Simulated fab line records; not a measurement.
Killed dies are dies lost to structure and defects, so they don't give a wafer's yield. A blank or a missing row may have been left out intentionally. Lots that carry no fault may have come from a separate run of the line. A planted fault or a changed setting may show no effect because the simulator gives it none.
Which tool was responsible? || flow nand_harc || 12 lots with 36 wafers sampled at 5 steps, on a route of 1302 steps

== WHAT EACH GAUGE READ, for each wafer ==
NHARC_END_SORT_01. Usual: killed_at_array 50, standard deviation 18; killed_at_other 0.8, standard deviation 1.1; killed_at_periphery 4.1, standard deviation 2.9; killed_dies 55, standard deviation 18; killed_open 3.5, standard deviation 1.9; killed_short 2.4, standard deviation 1.5.
{"lot": "L959", "measured": "day 30 16:34", "on": "prober-01", "killed_at_array": 36, "killed_at_other": 0, "killed_at_periphery": 2, "killed_dies": 38, "killed_open": 3, "killed_short": 3, "flag": ""}

== WHAT TOOL EACH LOT RAN ON (gives the tool, then ch and the chambers of the sampled wafers, and finally the start) ==
{"lot": "L944", "NHARC_A_CHANNEL_HOLE_D1_ETCH_26": "har_etch-02 ch 0,1, day 9 06:52", "NHARC_A_CHANNEL_HOLE_D1_ETCH_44": "rie_diel-12 ch 0,2,3, day 9 07:46", "NHARC_A_CHANNEL_FILL_D1_ALD_15": "ald_sin_batch-01 ch 0, day 9 20:30", "NHARC_A_CHANNEL_FILL_D1_ALD_16": "ald_hk-03 ch 0,1,3, day 9 22:34"}
{"lot": "L945", "NHARC_A_CHANNEL_HOLE_D1_ETCH_26": "har_etch-01 ch 0,1, day 9 08:56", "NHARC_A_CHANNEL_HOLE_D1_ETCH_44": "rie_diel-12 ch 0,1,2, day 9 09:53", "NHARC_A_CHANNEL_FILL_D1_ALD_15": "ald_sin_batch-01 ch 0, day 9 20:30", "NHARC_A_CHANNEL_FILL_D1_ALD_16": "ald_hk-01 ch 0,2,3, day 9 22:32"}
{"lot": "L946", "NHARC_A_CHANNEL_HOLE_D1_ETCH_26": "har_etch-01 ch 0,1, day 10 01:46", "NHARC_A_CHANNEL_HOLE_D1_ETCH_44": "rie_diel-12 ch 0,2,3, day 10 02:43", "NHARC_A_CHANNEL_FILL_D1_ALD_15": "ald_sin_batch-01 ch 0, day 10 15:00", "NHARC_A_CHANNEL_FILL_D1_ALD_16": "ald_hk-01 ch 0,3, day 10 17:56"}
{"lot": "L947", "NHARC_A_CHANNEL_HOLE_D1_ETCH_26": "har_etch-02 ch 0, day 10 03:43", "NHARC_A_CHANNEL_HOLE_D1_ETCH_44": "rie_diel-12 ch 0,2,3, day 10 05:03", "NHARC_A_CHANNEL_FILL_D1_ALD_15": "ald_sin_batch-01 ch 0, day 10 15:00", "NHARC_A_CHANNEL_FILL_D1_ALD_16": "ald_hk-01 ch 1,2,3, day 10 17:47"}
{"lot": "L948", "NHARC_A_CHANNEL_HOLE_D1_ETCH_26": "har_etch-01 ch 0,1, day 10 12:14", "NHARC_A_CHANNEL_HOLE_D1_ETCH_44": "rie_diel-03 ch 1,3, day 10 13:12", "NHARC_A_CHANNEL_FILL_D1_ALD_15": "ald_sin_batch-01 ch 0, day 11 03:59", "NHARC_A_CHANNEL_FILL_D1_ALD_16": "ald_hk-01 ch 0,1,2, day 11 06:05"}
{"lot": "L957", "NHARC_A_CHANNEL_HOLE_D1_ETCH_26": "har_etch-02 ch 0,1, day 13 21:26", "NHARC_A_CHANNEL_HOLE_D1_ETCH_44": "rie_diel-12 ch 0,2,3, day 13 22:24", "NHARC_A_CHANNEL_FILL_D1_ALD_15": "ald_sin_batch-01 ch 0, day 14 09:43", "NHARC_A_CHANNEL_FILL_D1_ALD_16": "ald_hk-01 ch 1,2,3, day 14 11:46"}
{"lot": "L959", "NHARC_A_CHANNEL_HOLE_D1_ETCH_26": "har_etch-01 ch 0,1, day 15 04:31", "NHARC_A_CHANNEL_HOLE_D1_ETCH_44": "rie_diel-03 ch 0,1,2, day 15 05:23", "NHARC_A_CHANNEL_FILL_D1_ALD_15": "ald_sin_batch-01 ch 0, day 15 16:41", "NHARC_A_CHANNEL_FILL_D1_ALD_16": "ald_hk-03 ch 1,2,3, day 15 18:45"}
{"lot": "L960", "NHARC_A_CHANNEL_HOLE_D1_ETCH_26": "har_etch-01 ch 0,1, day 15 18:18", "NHARC_A_CHANNEL_HOLE_D1_ETCH_44": "rie_diel-06 ch 0,1,2, day 15 19:15", "NHARC_A_CHANNEL_FILL_D1_ALD_15": "ald_sin_batch-01 ch 0, day 16 07:02", "NHARC_A_CHANNEL_FILL_D1_ALD_16": "ald_hk-04 ch 1,2, day 16 11:10"}
{"lot": "L962", "NHARC_A_CHANNEL_HOLE_D1_ETCH_26": "har_etch-01 ch 0,1, day 16 06:22", "NHARC_A_CHANNEL_HOLE_D1_ETCH_44": "rie_diel-03 ch 0,2, day 16 07:22", "NHARC_A_CHANNEL_FILL_D1_ALD_15": "ald_sin_batch-01 ch 0, day 17 00:52", "NHARC_A_CHANNEL_FILL_D1_ALD_16": "ald_hk-03 ch 0,1,3, day 17 02:54"}
{"lot": "L963", "NHARC_A_CHANNEL_HOLE_D1_ETCH_26": "har_etch-02 ch 0,1, day 16 14:43", "NHARC_A_CHANNEL_HOLE_D1_ETCH_44": "rie_diel-06 ch 0,2,3, day 16 15:40", "NHARC_A_CHANNEL_FILL_D1_ALD_15": "ald_sin_batch-02 ch 0, day 17 05:38", "NHARC_A_CHANNEL_FILL_D1_ALD_16": "ald_hk-03 ch 0,1, day 17 07:44"}
{"lot": "L966", "NHARC_A_CHANNEL_HOLE_D1_ETCH_26": "har_etch-02 ch 0, day 18 06:28", "NHARC_A_CHANNEL_HOLE_D1_ETCH_44": "rie_diel-12 ch 0,2, day 18 07:25", "NHARC_A_CHANNEL_FILL_D1_ALD_15": "ald_sin_batch-01 ch 0, day 18 18:45", "NHARC_A_CHANNEL_FILL_D1_ALD_16": "ald_hk-01 ch 0,1,3, day 18 20:46"}
{"lot": "L967", "NHARC_A_CHANNEL_HOLE_D1_ETCH_26": "har_etch-01 ch 0,1, day 18 18:28", "NHARC_A_CHANNEL_HOLE_D1_ETCH_44": "rie_diel-12 ch 1,2,3, day 18 19:25", "NHARC_A_CHANNEL_FILL_D1_ALD_15": "ald_sin_batch-01 ch 0, day 19 04:41", "NHARC_A_CHANNEL_FILL_D1_ALD_16": "ald_hk-03 ch 0,2, day 19 06:46"}
- NHARC_A_CHANNEL_HOLE_D1_ETCH_26: etches the open film in C4F8/O2/Ar, time 224.1 s, target depth 300 nm.
- NHARC_A_CHANNEL_HOLE_D1_ETCH_44: etches the open film in CF4/O2, target depth 140 nm, overetch 14 nm, time 77 s.
- NHARC_A_CHANNEL_FILL_D1_ALD_15: deposits SiNx, target thk 2 nm, pulse time 60 s, ald cycles 19.
- NHARC_A_CHANNEL_FILL_D1_ALD_16: deposits SiO2, target thk 1.5 nm, pulse time 10 s, ald cycles 15.

== AS READ BY THE TOOLS THEMSELVES (means over the sampled wafers that have a number; for cases with no such wafer, the mark the record gives instead) ==
NHARC_A_CHANNEL_HOLE_D1_ETCH_26. Usual: drypump_motor_current_A 5.67 A, standard deviation 0.27; rf_fwd_power_W 1987 W, standard deviation 5.3; showerhead_plenum_p_Torr 3.71 Torr, standard deviation 0.052; throttle_valve_pct 24.583 %, standard deviation 0.008.
{"lot": "L944", "tool": "har_etch-02", "drypump_motor_current_A (A)": 5.71, "rf_fwd_power_W (W)": "-", "showerhead_plenum_p_Torr (Torr)": 3.79, "throttle_valve_pct (%)": 24.576, "flag": ""}
{"lot": "L945", "tool": "har_etch-01", "drypump_motor_current_A (A)": 5.52, "rf_fwd_power_W (W)": "-", "showerhead_plenum_p_Torr (Torr)": 3.74, "throttle_valve_pct (%)": 24.582, "flag": ""}
{"lot": "L946", "tool": "har_etch-01", "drypump_motor_current_A (A)": 5.54, "rf_fwd_power_W (W)": "-", "showerhead_plenum_p_Torr (Torr)": 3.74, "throttle_valve_pct (%)": 24.574, "flag": ""}
{"lot": "L947", "tool": "har_etch-02", "drypump_motor_current_A (A)": 5.99, "rf_fwd_power_W (W)": 1990, "showerhead_plenum_p_Torr (Torr)": 3.73, "throttle_valve_pct (%)": 24.584, "flag": ""}
{"lot": "L948", "tool": "har_etch-01", "drypump_motor_current_A (A)": 5.51, "rf_fwd_power_W (W)": "-", "showerhead_plenum_p_Torr (Torr)": 3.73, "throttle_valve_pct (%)": 24.581, "flag": ""}
{"lot": "L957", "tool": "har_etch-02", "drypump_motor_current_A (A)": 5.70, "rf_fwd_power_W (W)": "-", "showerhead_plenum_p_Torr (Torr)": 3.76, "throttle_valve_pct (%)": 24.583, "flag": ""}
{"lot": "L959", "tool": "har_etch-01", "drypump_motor_current_A (A)": 5.52, "rf_fwd_power_W (W)": "-", "showerhead_plenum_p_Torr (Torr)": 3.70, "throttle_valve_pct (%)": 24.581, "flag": ""}
{"lot": "L960", "tool": "har_etch-01", "drypump_motor_current_A (A)": 5.52, "rf_fwd_power_W (W)": "-", "showerhead_plenum_p_Torr (Torr)": 3.69, "throttle_valve_pct (%)": 24.577, "flag": ""}
{"lot": "L962", "tool": "har_etch-01", "drypump_motor_current_A (A)": 5.66, "rf_fwd_power_W (W)": "-", "showerhead_plenum_p_Torr (Torr)": 3.66, "throttle_valve_pct (%)": 24.588, "flag": ""}
{"lot": "L963", "tool": "har_etch-02", "drypump_motor_current_A (A)": 5.85, "rf_fwd_power_W (W)": "-", "showerhead_plenum_p_Torr (Torr)": 3.71, "throttle_valve_pct (%)": 24.582, "flag": ""}
{"lot": "L966", "tool": "har_etch-02", "drypump_motor_current_A (A)": 6.00, "rf_fwd_power_W (W)": "-", "showerhead_plenum_p_Torr (Torr)": 3.67, "throttle_valve_pct (%)": 24.582, "flag": ""}
{"lot": "L967", "tool": "har_etch-01", "drypump_motor_current_A (A)": 5.52, "rf_fwd_power_W (W)": "-", "showerhead_plenum_p_Torr (Torr)": 3.66, "throttle_valve_pct (%)": 24.585, "flag": ""}

NHARC_A_CHANNEL_HOLE_D1_ETCH_44. Usual: cf4_flow_sccm 79.98 sccm, standard deviation 0.22; drypump_motor_current_A 5.7 A, standard deviation 0.37; oes_product_au 0.997 a.u., standard deviation 0.0073; rf_fwd_power_W 297.9 W, standard deviation 1.1; rf_vpp_V 198.2 V, standard deviation 1.3; showerhead_plenum_p_Torr 1.35 Torr, standard deviation 0.046; throttle_valve_pct 13.397 %, standard deviation 0.0088.
{"lot": "L944", "tool": "rie_diel-12", "cf4_flow_sccm (sccm)": 79.97, "drypump_motor_current_A (A)": 5.7, "oes_product_au (a.u.)": 0.987, "rf_fwd_power_W (W)": 298.1, "rf_vpp_V (V)": 198.8, "showerhead_plenum_p_Torr (Torr)": 1.39, "throttle_valve_pct (%)": 13.393, "flag": ""}
{"lot": "L945", "tool": "rie_diel-12", "cf4_flow_sccm (sccm)": 79.88, "drypump_motor_current_A (A)": 5.4, "oes_product_au (a.u.)": 0.998, "rf_fwd_power_W (W)": 297.0, "rf_vpp_V (V)": 199.0, "showerhead_plenum_p_Torr (Torr)": 1.37, "throttle_valve_pct (%)": 13.398, "flag": ""}
{"lot": "L946", "tool": "rie_diel-12", "cf4_flow_sccm (sccm)": 80.15, "drypump_motor_current_A (A)": 5.7, "oes_product_au (a.u.)": 0.989, "rf_fwd_power_W (W)": 297.7, "rf_vpp_V (V)": 198.2, "showerhead_plenum_p_Torr (Torr)": 1.39, "throttle_valve_pct (%)": 13.396, "flag": ""}
{"lot": "L947", "tool": "rie_diel-12", "cf4_flow_sccm (sccm)": 80.02, "drypump_motor_current_A (A)": 5.7, "oes_product_au (a.u.)": 0.988, "rf_fwd_power_W (W)": 298.6, "rf_vpp_V (V)": 199.5, "showerhead_plenum_p_Torr (Torr)": 1.39, "throttle_valve_pct (%)": 13.396, "flag": ""}
{"lot": "L948", "tool": "rie_diel-03", "cf4_flow_sccm (sccm)": 80.02, "drypump_motor_current_A (A)": 5.5, "oes_product_au (a.u.)": 0.997, "rf_fwd_power_W (W)": 297.9, "rf_vpp_V (V)": 198.4, "showerhead_plenum_p_Torr (Torr)": 1.34, "throttle_valve_pct (%)": 13.397, "flag": ""}
{"lot": "L957", "tool": "rie_diel-12", "cf4_flow_sccm (sccm)": 79.87, "drypump_motor_current_A (A)": 5.8, "oes_product_au (a.u.)": 0.992, "rf_fwd_power_W (W)": 297.1, "rf_vpp_V (V)": 199.3, "showerhead_plenum_p_Torr (Torr)": 1.38, "throttle_valve_pct (%)": 13.407, "flag": ""}
{"lot": "L959", "tool": "rie_diel-03", "cf4_flow_sccm (sccm)": 80.05, "drypump_motor_current_A (A)": 5.8, "oes_product_au (a.u.)": 0.999, "rf_fwd_power_W (W)": 298.0, "rf_vpp_V (V)": 197.4, "showerhead_plenum_p_Torr (Torr)": 1.30, "throttle_valve_pct (%)": 13.391, "flag": ""}
{"lot": "L960", "tool": "rie_diel-06", "cf4_flow_sccm (sccm)": 79.67, "drypump_motor_current_A (A)": 6.0, "oes_product_au (a.u.)": 0.997, "rf_fwd_power_W (W)": 297.6, "rf_vpp_V (V)": 197.7, "showerhead_plenum_p_Torr (Torr)": 1.32, "throttle_valve_pct (%)": 13.399, "flag": ""}
{"lot": "L962", "tool": "rie_diel-03", "cf4_flow_sccm (sccm)": 79.73, "drypump_motor_current_A (A)": 6.0, "oes_product_au (a.u.)": 1.002, "rf_fwd_power_W (W)": 297.7, "rf_vpp_V (V)": 196.5, "showerhead_plenum_p_Torr (Torr)": 1.28, "throttle_valve_pct (%)": 13.392, "flag": ""}
{"lot": "L963", "tool": "rie_diel-06", "cf4_flow_sccm (sccm)": 80.19, "drypump_motor_current_A (A)": 5.7, "oes_product_au (a.u.)": 0.995, "rf_fwd_power_W (W)": 298.4, "rf_vpp_V (V)": 196.8, "showerhead_plenum_p_Torr (Torr)": 1.30, "throttle_valve_pct (%)": 13.400, "flag": ""}
{"lot": "L966", "tool": "rie_diel-12", "cf4_flow_sccm (sccm)": 79.98, "drypump_motor_current_A (A)": 5.7, "oes_product_au (a.u.)": 1.002, "rf_fwd_power_W (W)": 297.3, "rf_vpp_V (V)": 198.9, "showerhead_plenum_p_Torr (Torr)": 1.38, "throttle_valve_pct (%)": 13.401, "flag": ""}
{"lot": "L967", "tool": "rie_diel-12", "cf4_flow_sccm (sccm)": 79.99, "drypump_motor_current_A (A)": 5.4, "oes_product_au (a.u.)": 0.999, "rf_fwd_power_W (W)": 297.7, "rf_vpp_V (V)": 198.9, "showerhead_plenum_p_Torr (Torr)": 1.36, "throttle_valve_pct (%)": 13.403, "flag": ""}

NHARC_A_CHANNEL_FILL_D1_ALD_15. Usual: precursor_pulse_height_rel 0.999, standard deviation 0.018.
{"lot": "L944", "tool": "ald_sin_batch-01", "precursor_pulse_height_rel": 1.010, "flag": ""}
{"lot": "L945", "tool": "ald_sin_batch-01", "precursor_pulse_height_rel": 1.005, "flag": ""}
{"lot": "L946", "tool": "ald_sin_batch-01", "precursor_pulse_height_rel": 0.992, "flag": ""}
{"lot": "L947", "tool": "ald_sin_batch-01", "precursor_pulse_height_rel": 0.979, "flag": ""}
{"lot": "L948", "tool": "ald_sin_batch-01", "precursor_pulse_height_rel": 0.995, "flag": ""}
{"lot": "L957", "tool": "ald_sin_batch-01", "precursor_pulse_height_rel": 1.007, "flag": ""}
{"lot": "L959", "tool": "ald_sin_batch-01", "precursor_pulse_height_rel": 1.001, "flag": ""}
{"lot": "L960", "tool": "ald_sin_batch-01", "precursor_pulse_height_rel": 1.007, "flag": ""}
{"lot": "L962", "tool": "ald_sin_batch-01", "precursor_pulse_height_rel": 1.008, "flag": ""}
{"lot": "L963", "tool": "ald_sin_batch-02", "precursor_pulse_height_rel": 0.995, "flag": ""}
{"lot": "L966", "tool": "ald_sin_batch-01", "precursor_pulse_height_rel": 1.005, "flag": ""}
{"lot": "L967", "tool": "ald_sin_batch-01", "precursor_pulse_height_rel": 1.004, "flag": ""}

NHARC_A_CHANNEL_FILL_D1_ALD_16. Usual: heater_power_w 471 W, standard deviation 59; precursor_pulse_height_rel 1.000, standard deviation 0.019.
{"lot": "L944", "tool": "ald_hk-03", "heater_power_w (W)": 493, "precursor_pulse_height_rel": 1.007, "flag": ""}
{"lot": "L945", "tool": "ald_hk-01", "heater_power_w (W)": 463, "precursor_pulse_height_rel": 0.993, "flag": ""}
{"lot": "L946", "tool": "ald_hk-01", "heater_power_w (W)": 437, "precursor_pulse_height_rel": 0.980, "flag": ""}
{"lot": "L947", "tool": "ald_hk-01", "heater_power_w (W)": 477, "precursor_pulse_height_rel": 1.006, "flag": ""}
{"lot": "L948", "tool": "ald_hk-01", "heater_power_w (W)": 434, "precursor_pulse_height_rel": 1.014, "flag": ""}
{"lot": "L957", "tool": "ald_hk-01", "heater_power_w (W)": 475, "precursor_pulse_height_rel": 1.005, "flag": ""}
{"lot": "L959", "tool": "ald_hk-03", "heater_power_w (W)": 506, "precursor_pulse_height_rel": 0.979, "flag": ""}
{"lot": "L960", "tool": "ald_hk-04", "heater_power_w (W)": 441, "precursor_pulse_height_rel": 0.989, "flag": ""}
{"lot": "L962", "tool": "ald_hk-03", "heater_power_w (W)": 486, "precursor_pulse_height_rel": 0.991, "flag": ""}
{"lot": "L963", "tool": "ald_hk-03", "heater_power_w (W)": 458, "precursor_pulse_height_rel": 1.009, "flag": ""}
{"lot": "L966", "tool": "ald_hk-01", "heater_power_w (W)": 438, "precursor_pulse_height_rel": 1.021, "flag": ""}
{"lot": "L967", "tool": "ald_hk-03", "heater_power_w (W)": 507, "precursor_pulse_height_rel": 1.012, "flag": ""}

== THE ANSWER, worked out from the rows above alone ==
Rule: a lot is off if the mean of its wafers that have a number lies more than 3 standard deviations from the usual mean. Also off: a lot with no number at a reading for which 4 or more lots have one. All remaining lots with rows at the step are treated as sound. Order of review: gauges by route order, followed by the tools' own readings, for which a lot's mean as printed above is used. At the first step where some lot is off, the reading lying furthest off is the one used; lots without a number count as furthest.
No lot is off at any reading shown: from this, nothing can be told.

== WHAT THE SIMULATOR PUT IN ==
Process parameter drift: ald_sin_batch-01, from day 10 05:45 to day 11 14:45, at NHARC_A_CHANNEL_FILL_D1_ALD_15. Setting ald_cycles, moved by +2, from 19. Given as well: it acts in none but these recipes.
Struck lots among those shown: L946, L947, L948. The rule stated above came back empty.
